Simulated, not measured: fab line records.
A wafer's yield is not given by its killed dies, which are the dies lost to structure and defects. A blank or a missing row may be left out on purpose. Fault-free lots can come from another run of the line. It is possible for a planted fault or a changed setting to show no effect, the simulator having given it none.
One fault through the eyes of 2 desks | flow n5Finfet | each desk holds nothing but its own numbers, with what lay behind them at the end

## METROLOGY DESK
Lot by lot, what the gauges showed, no matter which tool ran the lot: averages of those sampled wafers that carry a number. Any lot whose mean is over 4 standard deviations away from the usual mean is out of limits and marked OUT; that distance is given in the brackets.
Columns: A = cdNm at N5_BEOL_M7_CD_MEAS_28, usual 40.05 nm; B = V6_OVL at N5_BEOL_M7_OVL_MEAS_29, usual 0.0 nm
lot  | first seen here | A                | B
L200 | day 8 15:08     | 40.22            | -0.2
L201 | day 9 11:29     | 40.15            | -0.5
L204 | day 9 18:07     | 40.10            | 0.0
L206 | day 10 12:08    | 39.75            | 0.3
L208 | day 10 12:18    | 40.09            | -0.8
L211 | day 11 10:58    | 39.83            | 0.2
L210 | day 11 11:49    | 40.17            | 0.3
L213 | day 12 06:25    | 40.04            | -0.0
L215 | day 12 09:56    | 40.26            | -0.2
L219 | day 13 17:59    | 37.98 (-9.8) OUT | 0.4
L221 | day 13 23:26    | 33.07 (-33) OUT  | 0.1
L222 | day 14 04:43    | 34.95 (-24) OUT  | 0.2
This desk finds L219, L221, L222 out of limits, L219 being first, at day 13 17:59 (cdNm at N5_BEOL_M7_CD_MEAS_28). L200, L201, L204, L206, L208, L211, L210, L213, L215: within limits.

## AT THE TOOL OWNER'S DESK: euvScanner-02
The tool's own readings at N5_BEOL_M7_EXPOSE_25 (exposes mask V6, target cd 40 nm): means of the sampled wafers that have a number, for each lot that ran on this tool. Any lot whose mean is over 4 standard deviations away from the usual mean is out of limits and marked OUT; that distance is given in the brackets.
Columns: A = exposureDoseMJCm2 at N5_BEOL_M7_EXPOSE_25, usual 42.45
lot  | first seen here | A
L200 | day 8 15:01     | 42.45
L201 | day 9 11:21     | 42.48
L208 | day 10 12:10    | 42.50
L215 | day 12 09:49    | 42.52
L219 | day 13 17:52    | 46.79 (+65) OUT
L221 | day 13 23:19    | 46.77 (+64) OUT
L222 | day 14 04:35    | 46.75 (+64) OUT
This desk finds L219, L221, L222 out of limits, L219 being first, at day 13 17:52 (exposureDoseMJCm2 at N5_BEOL_M7_EXPOSE_25). L200, L201, L208, L215: within limits.

## PUT TOGETHER
On L219, L221, L222, at day 13 17:52, an alarm was possible from the tool owner's desk.
At day 13 17:59 the metrology desk could have sounded an alarm, on L219, L221, L222.
N5_BEOL_M7_EXPOSE_25 was run on euvScanner-02 by each of the lots named.

## WHAT WAS PUT IN BY THE SIMULATOR
Process parameters drifting: euvScanner-02 at N5_BEOL_M7_EXPOSE_25, beginning at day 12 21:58. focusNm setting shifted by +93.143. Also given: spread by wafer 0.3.
Struck lots among those shown: L219, L221, L222.
Counting hours from when the fault started, the first reading out of limits came at 20 for the tool owner's desk and at 20 for the metrology desk.
